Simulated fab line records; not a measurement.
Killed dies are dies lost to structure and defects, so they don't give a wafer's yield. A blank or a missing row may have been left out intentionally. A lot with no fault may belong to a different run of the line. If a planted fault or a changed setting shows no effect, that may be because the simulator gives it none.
fab line records	flow nand_harc
record lots=6	wafers=18	last_day=32
route steps=1302 shown P_M1@296 P_M2@318 END@1302
lots with no fault: from the same line, run without faults
start_h: hours from the record's first day to the start of the lot's first wafer shown	wait_h: hours since the lot's step before	" unchanged from the row above	L1.1+2: a single row standing in for several wafers	- either no value or no given start	* or withheld: withheld	< > ~ a bound
route shown NAME@n: names a module that has steps shown in the file, with the first one's number in the route	usual: mean/standard deviation of fault-free wafers	same: alike in all rows	chamber/n: place in a boat	sites: readings site by site	_std_site: the standard deviation of these	_edge_site: mean of outer sites minus mean of inner sites	radius_mm: for every site, how far away it sits from the centre of the wafer	mask NAME#n: copy n	behind: the most recent tool/chamber to have shaped the wafer	hold: what put the lot on hold/how long, in hours/how the hold closed	device: the transistor (n, p or np) that didn't switch	end of line: tests of these same wafers at the route's end	a step without rows: its recipe alone	killed: the dies lost at the first sort to structure and to defects; this is not the yield of the wafer	map: a wafer's dies, marking killed ones x, the rest . and places with no die _
set.NAME: the setting as run; set.NAME@STEP: as run at that earlier step	model.NAME: the simulator's own value behind a step, which no gauge read
certain route steps with their lots: each step a table, each wafer a row
services: from which hour (start_h, from the record's first day; less than 0 if before it) a tool's chamber was out of use, for how many hours, and why
## steps
# step NHARC_P_M1_OVL_MEAS_10
# recipe pitch_nm=260
# usual overlay_x_nm=0.2/0.95	overlay_y_nm=0.0/1
lot.wafer	tool	chamber	start_h	wait_h	overlay_x_nm	overlay_y_nm
L531.1	overlay-01	-	129.85	-	0.5	-1.1
L531.3	"	-	"	"	0.8	-1.5
L531.6	"	-	"	"	0.5	-1.1
L535.2	overlay-02	-	171.19	-	-0.1	-2.1
L535.3	"	-	"	"	-0.4	-1.9
L535.4	"	-	"	"	0.5	-2.0
L541.2	overlay-01	-	232.42	-	0.3	-1.7
L541.5	"	-	"	"	-0.6	-0.9
L541.6	"	-	"	"	0.1	-1.9
L548.2	overlay-02	-	305.67	-	0.8	0.7
L548.3	"	-	"	"	1.0	0.3
L548.6	"	-	"	"	1.1	0.6
L549.1	overlay-01	-	320.59	-	2.0	-0.6
L549.2	"	-	"	"	2.3	-0.3
L549.3	"	-	"	"	2.1	-0.6
L551.2	overlay-01	-	331.79	-	-1.7	0.4
L551.3	"	-	"	"	-1.2	0.5
L551.5	"	-	"	"	-1.0	1.0
# step NHARC_P_M1_INSPECT_11
# usual raw_defect_count=4.4/2.8
lot.wafer	tool	chamber	start_h	wait_h	raw_defect_count
L531.1	defect_inspect-02	-	129.89	0.0	8
L531.3	"	-	"	"	2
L531.6	"	-	"	"	7
L535.2	defect_inspect-01	-	171.23	0.0	1
L535.3	"	-	"	"	2
L535.4	"	-	"	"	1
L541.2	defect_inspect-01	-	232.46	0.0	8
L541.5	"	-	"	"	6
L541.6	"	-	"	"	5
L548.2	defect_inspect-02	-	305.71	0.0	2
L548.3	"	-	"	"	2
L548.6	"	-	"	"	0
L549.1	defect_inspect-02	-	320.63	0.0	3
L549.2	"	-	"	"	2
L549.3	"	-	"	"	4
L551.2	defect_inspect-02	-	331.83	0.0	4
L551.3	"	-	"	"	6
L551.5	"	-	"	"	5
# step NHARC_P_M1_DESCUM_14
# recipe time_s=3	o2_flow_sccm=200	ar_flow_sccm=0	bias_power_w=0	chemistry=O2
# step NHARC_P_M1_ETCH_35
# recipe target_depth_a=400	overetch_a=120	time_s=43.94	ion_energy_ev=200	n2_flow_sccm=150	h2_flow_sccm=150	ar_flow_sccm=0	rf_w=400	bias_w=150	chemistry=N2/H2
# step NHARC_P_M1_ETCH_15
# recipe target_depth_a=1825	time_s=91.2	c4f8_flow_sccm=withheld	ar_flow_sccm=400	rf_w=600	bias_w=300	chemistry=C4F8/Ar
# step NHARC_P_M1_CD_MEAS_16
# usual cd_nm=130.1/0.82
lot.wafer	tool	chamber	start_h	wait_h	cd_nm
L531.1	cd_sem-02	-	130.30	-	130.1
L531.3	"	-	"	"	130.0
L531.6	"	-	"	"	129.5
L535.2	cd_sem-02	-	171.59	-	129.6
L535.3	"	-	"	"	129.5
L535.4	"	-	"	"	128.5
L541.2	cd_sem-02	-	232.83	-	130.3
L541.5	"	-	"	"	130.6
L541.6	"	-	"	"	130.6
L548.2	cd_sem-03	-	306.07	-	130.6
L548.3	"	-	"	"	130.4
L548.6	"	-	"	"	129.6
L549.1	cd_sem-03	-	320.99	-	130.5
L549.2	"	-	"	"	130.9
L549.3	"	-	"	"	129.3
L551.2	cd_sem-01	-	332.24	-	130.5
L551.3	"	-	"	"	132.2
L551.5	"	-	"	"	131.3
# step NHARC_P_M1_STRIP_18
# recipe power_w=1000	n2_flow_sccm=150	h2_flow_sccm=150	ar_flow_sccm=0	bias_w=0	chemistry=N2/H2
# step NHARC_P_M1_ETCH_28
# recipe target_depth_a=300	over_etch_frac=0.3	time_s=72.99	ion_energy_ev=150	cf4_flow_sccm=50	n2_flow_sccm=100	ar_flow_sccm=150	rf_w=300	bias_w=100	chemistry=CF4/N2
# step NHARC_P_M1_STRIP_19
# recipe time_s=600	temp_c=30	chemistry=post_etch_residue_remover
# step NHARC_P_M1_DEGAS_29
# recipe temp_c=250	time_s=60
# usual heater_power_w=337/40
lot.wafer	tool	chamber	start_h	wait_h	heater_power_w
L531.1	pvd_sputter-03	-	131.02	-	387
L531.3	"	-	"	"	354
L531.6	"	-	"	"	402
L535.4	pvd_sputter-02	-	172.30	-	351
L535.2	"	-	"	"	336
L535.3	"	-	"	"	259
L541.2	pvd_sputter-02	-	233.55	-	270
L541.5	"	-	"	"	345
L541.6	"	-	"	"	340
L548.3	pvd_sputter-03	-	306.78	-	318
L548.2	"	-	"	"	360
L548.6	"	-	"	"	362
L549.2	pvd_sputter-01	-	321.70	-	292
L549.1	"	-	"	"	276
L549.3	"	-	"	"	308
L551.2	pvd_sputter-03	-	333.02	-	312
L551.3	"	-	"	"	365
L551.5	"	-	"	"	320
# step NHARC_P_M1_PRE_CLEAN_30
# recipe time_s=30	temp_c=280	gas=H2/He
# usual heater_power_w=415/51
lot.wafer	tool	chamber	start_h	wait_h	heater_power_w
L531.3	pvd_sputter-03	-	-	-	487
L531.1	"	-	"	"	446
L531.6	"	-	"	"	492
L535.4	pvd_sputter-02	-	-	-	423
L535.2	"	-	"	"	435
L535.3	"	-	"	"	429
L541.2	pvd_sputter-02	-	-	-	435
L541.6	"	-	"	"	422
L541.5	"	-	"	"	434
L548.3	pvd_sputter-03	-	-	-	451
L548.2	"	-	"	"	460
L548.6	"	-	"	"	442
L549.2	pvd_sputter-01	-	-	-	528
L549.1	"	-	"	"	348
L549.3	"	-	"	"	335
L551.2	pvd_sputter-03	-	-	-	404
L551.3	"	-	"	"	477
L551.5	"	-	"	"	397
# step NHARC_P_M1_PVD_20
# recipe target_thk_a=50	bias_v=168.6	power_w=15000	chamber_pressure_pa=0.12	time_s=8.06	substrate_temp_c=50	material=TaN
# step NHARC_P_M1_PVD_21
# recipe target_thk_a=300	chamber_pressure_pa=5	power_w=5000	substrate_temp_c=30	time_s=20.49	material=Cu
# usual throttle_valve_pct=30.0/0.8
lot.wafer	tool	chamber	start_h	wait_h	throttle_valve_pct
L531.1	pvd_sputter-03	-	131.24	-	29.9
L531.3	"	-	"	"	29.1
L531.6	"	-	"	"	31.2
L535.2	pvd_sputter-02	-	172.53	-	29.1
L535.4	"	-	"	"	29.9
L535.3	"	-	"	"	29.2
L541.2	pvd_sputter-02	-	233.76	-	28.5
L541.5	"	-	"	"	28.5
L541.6	"	-	"	"	29.0
L548.2	pvd_sputter-03	-	307.03	-	30.3
L548.3	"	-	"	"	30.5
L548.6	"	-	"	"	30.0
L549.2	pvd_sputter-01	-	321.93	-	31.0
L549.1	"	-	"	"	29.8
L549.3	"	-	"	"	31.4
L551.2	pvd_sputter-03	-	333.25	-	30.2
L551.3	"	-	"	"	30.7
L551.5	"	-	"	"	30.6
# step NHARC_P_M1_ECD_22
# recipe target_thk_a=4000	bath_temp_c=25	material=Cu
# step NHARC_P_M1_ANNEAL_31
# recipe temp_c=225	time_s=90
# step NHARC_P_M1_CMP_23
# recipe t_overpolish_s=20	target_thk_nm=157.82
# step NHARC_P_M1_SRD_25
# step NHARC_P_M1_PRE_CLEAN_32
# recipe time_s=12	temp_c=370	rf_power_w=300	gas=NH3
# usual heater_power_w=646/68
lot.wafer	tool	chamber	start_h	wait_h	heater_power_w	since_wet_clean_h
L531.1	pecvd-02	2	132.95	0.1	587	74
L531.3	"	0	"	"	502	74
L531.6	"	2	"	"	587	-
L535.2	pecvd-01	2	173.93	0.1	685	31
L535.3	"	1	"	"	765	31
L535.4	"	2	"	"	678	-
L541.2	pecvd-01	2	235.17	0.1	643	92
L541.6	"	2	"	"	647	-
L541.5	"	0	"	"	563	-
L548.3	pecvd-04	0	308.40	0.1	657	26
L548.2	"	1	"	"	663	26
L548.6	"	2	"	"	674	-
L549.2	pecvd-04	1	323.58	0.1	649	41
L549.3	"	2	"	"	671	41
L549.1	"	0	"	"	576	41
L551.2	pecvd-04	0	334.63	0.1	668	52
L551.3	"	1	"	"	699	52
L551.5	"	1	"	"	702	-
# step NHARC_P_M1_DEP_33
# recipe target_thk_a=300	temp_c=370	target_thk_nm=30	pressure_torr=3	flow_sccm=200	rf_w=450	material=SiCN
# step NHARC_P_M2_DEP_00
# recipe target_thk_a=1825	target_thk_nm=182.5	temp_c=withheld	pressure_torr=5	flow_sccm=200	rf_w=600	material=SiOC
# step NHARC_P_M2_DEHYDRATE_01
# recipe temp_c=150	time_s=120
# step NHARC_P_M2_HMDS_02
# recipe time_s=30
# step NHARC_P_M2_COAT_34
# recipe temp_c=200	time_s=65
# step NHARC_P_M2_COAT_03
# recipe spin_rpm=1500	resist_thk_nm=90
# step NHARC_P_M2_SOFTBAKE_04
# recipe temp_c=105	time_s=55
# step NHARC_P_M2_EBR_05
# step NHARC_P_M2_EXPOSE_06
# recipe na=1.35	target_cd_nm=170	dose_mj=80.78	mask_id=P_M2
# step NHARC_P_M2_PEB_07
# recipe peb_temp_c=100	peb_time_s=65
# step NHARC_P_M2_DEVELOP_08
# recipe develop_time_s=35	dev_temp_c=23
# step NHARC_P_M2_CD_MEAS_09
# recipe target_cd_nm=170	landing_energy_ev=500
# usual cd_nm=169.6/0.71
lot.wafer	tool	chamber	start_h	wait_h	cd_nm
L531.1	cd_sem-03	0	134.26	-	168.2
L531.3	"	0	"	"	169.2
L531.6	"	0	"	"	168.8
L535.2	cd_sem-01	0	175.23	-	169.2
L535.3	"	0	"	"	169.9
L535.4	"	0	"	"	168.3
L541.2	cd_sem-02	0	236.48	-	170.4
L541.5	"	0	"	"	170.3
L541.6	"	0	"	"	169.3
L548.2	cd_sem-01	0	309.74	-	170.8
L548.3	"	0	"	"	169.4
L548.6	"	0	"	"	170.2
L549.1	cd_sem-02	0	324.78	-	170.7
L549.2	"	0	"	"	169.9
L549.3	"	0	"	"	170.6
L551.2	cd_sem-03	0	335.96	-	169.3
L551.3	"	0	"	"	168.9
L551.5	"	0	"	"	169.3
# step NHARC_P_M2_OVL_MEAS_10
# recipe pitch_nm=340
# usual overlay_x_nm=-0.1/0.79	overlay_y_nm=0.2/1
lot.wafer	tool	chamber	start_h	wait_h	overlay_x_nm	overlay_y_nm
L531.1	overlay-02	-	134.35	-	-0.4	0.2
L531.3	"	-	"	"	-0.9	-0.1
L531.6	"	-	"	"	-1.0	0.3
L535.2	overlay-02	-	175.32	-	0.0	1.6
L535.3	"	-	"	"	-0.7	0.9
L535.4	"	-	"	"	-0.4	0.9
L541.2	overlay-01	-	236.56	-	-0.4	0.3
L541.5	"	-	"	"	-0.1	1.0
L541.6	"	-	"	"	0.5	0.3
L548.2	overlay-02	-	309.83	-	0.1	1.2
L548.3	"	-	"	"	0.4	1.8
L548.6	"	-	"	"	0.1	1.8
L549.1	overlay-02	-	324.87	-	-0.7	-0.4
L549.2	"	-	"	"	-1.0	0.0
L549.3	"	-	"	"	-1.4	-0.3
L551.2	overlay-02	-	336.05	-	0.7	1.4
L551.3	"	-	"	"	0.2	1.5
L551.5	"	-	"	"	-0.1	0.8
# step NHARC_P_M2_DESCUM_14
# recipe time_s=3	o2_flow_sccm=200	ar_flow_sccm=0	bias_power_w=0	chemistry=O2
# step NHARC_P_M2_ETCH_35
# recipe target_depth_a=400	overetch_a=120	time_s=43.94	ion_energy_ev=200	n2_flow_sccm=150	h2_flow_sccm=150	ar_flow_sccm=0	rf_w=400	bias_w=150	chemistry=N2/H2
# step NHARC_P_M2_ETCH_15
# recipe target_depth_a=1825	time_s=91.2	c4f8_flow_sccm=withheld	ar_flow_sccm=400	rf_w=600	bias_w=300	chemistry=C4F8/Ar
# usual oes_product_au=0.947/0.024	rf_vpp_V=441.6/2.4
lot.wafer	tool	chamber	start_h	wait_h	oes_product_au	rf_hours_counter_h	rf_vpp_V
L531.3	rie_diel-02	3	-	-	0.977	3.7	446.3
L531.1	"	0	"	"	0.932	4.2	440.8
L531.6	"	2	"	"	0.976	-	439.7
L535.4	rie_diel-02	1	-	-	0.950	4.3	440.1
L535.3	"	3	"	"	0.979	5.1	444.9
L535.2	"	0	"	"	0.936	5.5	441.8
L541.2	rie_diel-04	3	-	-	0.927	3.2	441.7
L541.6	"	0	"	"	0.918	-	439.9
L541.5	"	1	"	"	0.922	-	444.6
L548.2	rie_diel-02	0	-	-	0.963	4.3	443.0
L548.3	"	1	"	"	0.965	4.2	440.9
L548.6	"	3	"	"	0.971	-	445.0
L549.3	rie_diel-02	3	-	-	0.936	4.8	444.2
L549.1	"	0	"	"	0.928	5.0	442.5
L549.2	"	1	"	"	0.949	4.9	440.0
L551.2	rie_diel-09	3	-	-	0.999	0.3	444.8
L551.3	"	0	"	"	0.953	0.3	443.8
L551.5	"	2	"	"	0.964	-	438.6
# step NHARC_P_M2_CD_MEAS_16
# usual cd_nm=169.7/0.74
lot.wafer	tool	chamber	start_h	wait_h	cd_nm
L531.1	cd_sem-03	-	134.75	-	168.3
L531.3	"	-	"	"	169.0
L531.6	"	-	"	"	169.2
L535.2	cd_sem-02	-	175.72	-	170.1
L535.3	"	-	"	"	170.4
L535.4	"	-	"	"	169.2
L541.2	cd_sem-02	-	236.97	-	170.3
L541.5	"	-	"	"	170.3
L541.6	"	-	"	"	169.8
L548.2	cd_sem-02	-	310.24	-	169.8
L548.3	"	-	"	"	169.1
L548.6	"	-	"	"	170.0
L549.1	cd_sem-03	-	325.27	-	170.0
L549.2	"	-	"	"	170.4
L549.3	"	-	"	"	170.6
L551.2	cd_sem-01	-	336.45	-	168.8
L551.3	"	-	"	"	170.0
L551.5	"	-	"	"	169.9
# step NHARC_P_M2_STRIP_18
# recipe power_w=1000	n2_flow_sccm=150	h2_flow_sccm=150	ar_flow_sccm=0	bias_w=0	chemistry=N2/H2
# step NHARC_P_M2_ETCH_28
# recipe target_depth_a=300	over_etch_frac=0.3	time_s=72.99	ion_energy_ev=150	cf4_flow_sccm=50	n2_flow_sccm=100	ar_flow_sccm=150	rf_w=300	bias_w=100	chemistry=CF4/N2
# usual drypump_motor_current_A=5.9/0.33	oes_product_au=0.999/0.011	rf_vpp_V=314.6/1.8	showerhead_plenum_p_Torr=2.65/0.098	throttle_valve_pct=19.795/0.0088
lot.wafer	tool	chamber	start_h	wait_h	drypump_motor_current_A	oes_product_au	rf_hours_counter_h	rf_vpp_V	showerhead_plenum_p_Torr	throttle_valve_pct
L531.3	rie_diel-04	3	-	-	5.4	1.003	6.1	313.7	2.64	19.807
L531.1	"	0	"	"	5.4	0.997	5.3	313.6	2.63	19.798
L531.6	"	3	"	"	5.5	1.004	-	314.8	2.64	19.791
L535.3	rie_diel-02	1	-	-	5.9	0.990	4.4	313.5	2.59	19.799
L535.2	"	2	"	"	6.0	0.997	5.7	313.7	2.52	19.790
L535.4	"	0	"	"	6.1	0.960	5.6	316.3	2.69	19.795
L541.2	rie_diel-02	1	-	-	5.8	0.993	0.4	314.5	2.59	19.794
L541.5	"	3	"	"	6.4	1.007	-	317.1	2.79	19.790
L541.6	"	0	"	"	6.1	0.991	-	314.3	2.69	19.808
L548.2	rie_diel-04	2	-	-	5.9	0.991	7.0	312.4	2.53	19.803
L548.3	"	3	"	"	5.4	1.001	7.6	312.8	2.64	19.796
L548.6	"	0	"	"	5.4	0.993	-	315.1	2.63	19.794
L549.1	rie_diel-04	3	-	-	5.4	1.010	8.7	315.2	2.64	19.802
L549.2	"	0	"	"	5.4	1.000	9.9	313.6	2.62	19.789
L549.3	"	2	"	"	5.9	0.988	8.2	311.9	2.53	19.811
L551.2	rie_diel-02	0	-	-	6.2	0.992	5.7	314.9	2.69	19.789
L551.3	"	1	"	"	5.9	1.006	5.5	313.6	2.58	19.796
L551.5	"	2	"	"	6.0	1.004	-	312.7	2.52	19.786
# step NHARC_P_M2_STRIP_19
# recipe time_s=600	temp_c=30	chemistry=post_etch_residue_remover
# step NHARC_END_SORT_01
# recipe temp_c=25
# usual defect_limited_yield=91.0/2.8	killed_at_array=56/18	killed_at_other=1.4/1.5	killed_at_periphery=4/3.1	killed_dies=61/19	killed_open=3.5/1.8	killed_short=2.4/1.4
# same gross_dies=677
lot.wafer	tool	chamber	start_h	wait_h	defect_limited_yield[%]	killed_at_array	killed_at_other	killed_at_periphery	killed_dies	killed_open	killed_short
L531.1	prober-01	0	561.35	2.5	96.8	18	0	4	22	4	3
L531.3	prober-01	0	562.95	3.1	95.9	27	1	0	28	2	2
L531.6	prober-01	0	565.35	4.0	96.3	21	0	4	25	2	2
L535.2	prober-02	0	613.12	2.8	93.5	44	0	0	44	2	2
L535.3	prober-02	0	613.92	3.1	93.2	42	3	1	46	3	1
L535.4	prober-02	0	614.72	3.4	93.1	44	0	3	47	8	4
L541.2	prober-02	0	685.10	2.8	90.0	58	2	8	68	6	3
L541.5	prober-02	0	687.49	3.7	90.7	57	1	5	63	4	4
L541.6	prober-02	0	688.29	4.0	90.3	52	3	11	66	5	3
L548.2	prober-02	0	739.41	2.8	91.1	59	1	0	60	3	0
L548.3	prober-02	0	740.20	3.1	88.8	73	2	1	76	5	2
L548.6	prober-02	0	742.57	4.0	78.4	65	0	81	146	5	1
L549.1	prober-01	0	761.71	2.5	95.4	31	0	0	31	4	3
L549.2	prober-01	0	762.52	2.8	95.0	34	0	0	34	0	5
L549.3	prober-01	0	763.33	3.1	95.3	30	0	2	32	4	3
L551.2	prober-02	0	771.46	2.8	79.8	50	2	85	137	3	1
L551.3	prober-02	0	772.26	3.1	92.5	46	2	3	51	5	1
L551.5	prober-02	0	773.86	3.7	92.5	44	2	5	51	5	3
# killed by level:class
L531.1 A_STAIRCASE:chamber_film_flake=6 P_ZERO_WELL:chamber_film_flake=3 A_CHANNEL_HOLE_D2:chamber_film_flake=3 A_CHANNEL_HOLE_D1:chamber_film_flake=2 P_CONTACT:geometric_particle:open=1 A_ONON_D1:geometric_particle:short=1 A_CHANNEL_FILL_D1:geometric_particle:short=1 A_CHANNEL_HOLE_D2:geometric_particle:open=1
L531.3 A_CHANNEL_HOLE_D2:chamber_film_flake=8 A_CHANNEL_HOLE_D1:chamber_film_flake=5 A_STAIRCASE:chamber_film_flake=3 A_WL_FILL:chamber_film_flake=3 A_DECK1_JOINT:geometric_particle:open=2 A_CONTACT:chamber_film_flake=2 A_CHANNEL_FILL_D1:geometric_particle:short=1 A_CHANNEL_HOLE_D2:geometric_particle:short=1
L531.6 A_STAIRCASE:chamber_film_flake=7 A_CHANNEL_HOLE_D2:chamber_film_flake=4 P_M0:chamber_film_flake=3 A_CHANNEL_HOLE_D1:chamber_film_flake=3 A_WL_FILL:chamber_film_flake=2 A_ONON_D2:geometric_particle:open=1 A_CHANNEL_HOLE_D2:geometric_particle:open=1 A_SGD_CUT:geometric_particle:short=1
L535.2 A_CHANNEL_HOLE_D2:chamber_film_flake=29 A_CHANNEL_FILL_D2:chamber_film_flake=3 A_CHANNEL_HOLE_D1:chamber_film_flake=2 A_STAIRCASE:chamber_film_flake=2 A_CONTACT:chamber_film_flake=2 A_ONON_D1:geometric_particle:short=1 A_CHANNEL_FILL_D1:geometric_particle:open=1 A_WL_FILL:geometric_particle:short=1
L535.3 A_CHANNEL_HOLE_D2:chamber_film_flake=27 A_CONTACT:chamber_film_flake=5 A_M0:geometric_particle:open=3 A_CHANNEL_HOLE_D1:chamber_film_flake=3 THIN_TSV:chamber_film_flake=3 A_CHANNEL_FILL_D2:chamber_film_flake=2 A_ONON_D1:geometric_particle:short=1 P_ZERO_WELL:chamber_film_flake=1
L535.4 A_CHANNEL_HOLE_D2:chamber_film_flake=25 A_CONTACT:chamber_film_flake=5 A_SLIT:chamber_film_flake=3 A_SGD_CUT:geometric_particle:open=2 P_STI:geometric_particle:short=1 P_M0:geometric_particle:open=1 P_M1:geometric_particle:open=1 A_ONON_D1:geometric_particle:open=1
L541.2 A_SLIT:chamber_film_flake=39 A_STAIRCASE:chamber_film_flake=4 P_GATE:chamber_film_flake=3 A_CHANNEL_HOLE_D1:chamber_film_flake=3 P_CONTACT:geometric_particle:open=2 P_BONDPAD:chamber_film_flake=2 A_BLC:chamber_film_flake=2 THIN_TSV:chamber_film_flake=2
L541.5 A_SLIT:chamber_film_flake=27 A_STAIRCASE:chamber_film_flake=9 A_CHANNEL_HOLE_D1:chamber_film_flake=8 A_CONTACT:chamber_film_flake=4 P_GATE:chamber_film_flake=3 A_CHANNEL_FILL_D2:geometric_particle:short=2 P_BONDPAD:chamber_film_flake=2 A_DECK1_JOINT:geometric_particle:open=1
L541.6 A_SLIT:chamber_film_flake=30 P_BONDPAD:chamber_film_flake=7 A_STAIRCASE:chamber_film_flake=3 A_CONTACT:chamber_film_flake=3 THIN_TSV:chamber_film_flake=3 A_ONON_D2:geometric_particle:short=2 P_GATE:chamber_film_flake=2 A_ZERO_WELL:chamber_film_flake=2
L548.2 A_CHANNEL_HOLE_D1:chamber_film_flake=30 A_SLIT:chamber_film_flake=18 A_CONTACT:chamber_film_flake=5 A_WL_FILL:geometric_particle:open=2 A_CHANNEL_FILL_D1:chamber_film_flake=2 A_CHANNEL_FILL_D2:geometric_particle:open=1 A_DECK1_JOINT:chamber_film_flake=1 THIN_TSV:chamber_film_flake=1
L548.3 A_CHANNEL_HOLE_D1:chamber_film_flake=37 A_SLIT:chamber_film_flake=26 A_CHANNEL_FILL_D2:chamber_film_flake=2 P_CONTACT:geometric_particle:open=1 A_CHANNEL_HOLE_D2:geometric_particle:open=1 A_CHANNEL_FILL_D2:geometric_particle:open=1 A_CHANNEL_FILL_D2:geometric_particle:short=1 A_CONTACT:geometric_particle:open=1
L548.6 P_M1:unspecified=79 A_SLIT:chamber_film_flake=39 A_CHANNEL_HOLE_D1:chamber_film_flake=10 A_CONTACT:chamber_film_flake=8 P_M1:geometric_particle:open=1 A_ONON_D1:geometric_particle:open=1 A_ONON_D2:geometric_particle:open=1 A_SGD_CUT:geometric_particle:short=1
L549.1 A_CHANNEL_HOLE_D1:chamber_film_flake=11 A_SLIT:chamber_film_flake=6 A_STAIRCASE:chamber_film_flake=3 A_ONON_D1:geometric_particle:open=1 A_CHANNEL_HOLE_D1:geometric_particle:open=1 A_ONON_D2:geometric_particle:short=1 A_CHANNEL_HOLE_D2:geometric_particle:short=1 A_WL_FILL:geometric_particle:short=1
L549.2 A_CHANNEL_HOLE_D1:chamber_film_flake=17 A_SLIT:chamber_film_flake=5 A_ONON_D1:geometric_particle:short=2 A_CHANNEL_FILL_D1:chamber_film_flake=2 A_BONDPAD:chamber_film_flake=2 A_DECK1_JOINT:geometric_particle:short=1 A_ONON_D2:geometric_particle:short=1 A_SGD_CUT:geometric_particle:short=1
L549.3 A_CHANNEL_HOLE_D1:chamber_film_flake=12 A_CONTACT:chamber_film_flake=3 A_BONDPAD:chamber_film_flake=3 A_CHANNEL_HOLE_D2:chamber_film_flake=2 A_SLIT:chamber_film_flake=2 P_M1:geometric_particle:open=1 A_CHANNEL_HOLE_D2:geometric_particle:open=1 A_CHANNEL_FILL_D2:geometric_particle:short=1
L551.2 P_M1:unspecified=82 A_SLIT:chamber_film_flake=36 A_CHANNEL_HOLE_D2:chamber_film_flake=8 P_STI:chamber_film_flake=2 A_CHANNEL_HOLE_D1:unspecified=2 THIN_TSV:chamber_film_flake=2 P_M0:geometric_particle:open=1 A_CHANNEL_FILL_D1:geometric_particle:open=1
L551.3 A_SLIT:chamber_film_flake=29 A_CHANNEL_HOLE_D1:unspecified=4 A_CHANNEL_HOLE_D2:chamber_film_flake=3 A_BLC:geometric_particle:open=2 A_CONTACT:chamber_film_flake=2 THIN_TSV:chamber_film_flake=2 P_M0:geometric_particle:open=1 A_SGD_CUT:geometric_particle:open=1
L551.5 A_SLIT:chamber_film_flake=26 A_CHANNEL_HOLE_D2:chamber_film_flake=7 A_CONTACT:chamber_film_flake=4 P_CONTACT:geometric_particle:open=2 A_STAIRCASE:chamber_film_flake=2 THIN_TSV:chamber_film_flake=2 P_CONTACT:geometric_particle:short=1 P_M0:geometric_particle:open=1
# map L548.6 (x killed, . not)
____________.____________
_________......._________
_______..........._______
______.............______
_____........x...xx._____
____.........x.x.xxxx____
____...........xxxxx.____
___...........x.xx.x.x___
___...........xxxxxx..___
__.............x..xxx..__
__.............xxxxx...__
_............x.xxxxx...._
_...x....x.....x........_
_xx....................._
_......................._
_...........x..........._
..........x.x......x.....
.........................
...........x...x.........
...x........x.x..........
..x..............xxxxx...
_...............xxxxxxx._
_..x...........xxxxxxxxx_
_.............x.xxxxxxxx_
_.............xxxxxxxxxx_
_..............xxxxxxxxx_
__.............xxxxxxxx__
__.............xxxxxxxx__
___............xxxxxxx___
___.............xxxxxx___
____.........x..x.xxx____
____.............xxxx____
_____............xx._____
______...........x.______
_______..........._______
_________......._________
____________.____________
# map L551.2 (x killed, . not)
____________.____________
_________......._________
_______..........._______
______.............______
_____..............._____
____.................____
____.................____
___.............x.....___
___...................___
__.....................__
__..........x..x.......__
_......................._
_........x.............._
_.......x..............._
_............x..x......._
_.............x..x.x...._
x.............x..........
.........................
........x......x..x......
....x............x..x....
......x...........xxxx...
_................xxxxxxx_
_...............xxxxxxxx_
_...............xxxxxxxx_
_...............xxxxxxxx_
_..............xxxxxxxxx_
__.x..........xxxxxxxxx__
__..............xxxxxxx__
___.......x....x.xxxxx___
___........x.xxx.xxxxx___
____......xxxx...xxxx____
____x....xxx.xxx.x.xx____
_____.....xxx.x.x.x._____
______....xxxx.x.x.______
_______..xxxxxxx.._______
_________.x..xx._________
____________x____________
## services
tool	chamber	start_h	hours	kind
rie_diel-04	0	110.28	1.3	repair
rie_diel-02	0	122.45	-	clean
rie_diel-02	1	122.45	-	clean
rie_diel-02	2	122.45	-	clean
rie_diel-02	3	122.45	-	clean
rie_diel-04	2	124.07	7.6	repair
pecvd-01	-	130.12	13.0	pm
rie_diel-04	0	130.44	4.2	repair
rie_diel-09	-	143.10	9.0	pm
rie_diel-02	0	146.95	-	clean
pvd_sputter-03	-	170.00	10.0	pm
rie_diel-04	-	177.90	9.0	pm
rie_diel-02	0	191.61	3.5	repair
rie_diel-02	-	216.70	9.0	pm
pvd_sputter-01	-	226.47	10.0	pm
pecvd-02	-	227.09	13.0	pm
rie_diel-09	1	246.60	14.7	repair
pecvd-04	-	269.14	13.0	pm
pvd_sputter-02	-	282.00	10.0	pm
rie_diel-04	1	293.79	5.0	repair
pecvd-01	-	311.35	13.0	pm
pvd_sputter-03	-	314.12	4.6	repair
pvd_sputter-02	-	318.99	0.9	repair
rie_diel-09	-	320.10	9.0	pm
## key
first_sign step=NHARC_END_SORT_01	reading=killed_at_periphery	direction=up	sigmas=26	usual=4	struck=83
effect step=NHARC_END_SORT_01	reading=defect_limited_yield	direction=down	sigmas=4.2	usual=91.0	struck=79.1
more_kills_born_at NHARC_P_M1_PVD_21@pvd_sputter-03=161
met_at NHARC_P_M1_PVD_21
struck_wafers L548.6,L551.2
onset_between 131.24 307.03
fault kind=chamber_particle_source	tool=pvd_sputter-03	chamber=-	onset_h=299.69	steps=NHARC_P_M1_PVD_21	rate_per_visit_cm2=1.4923	end_h=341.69	scope=struck_wafers_only
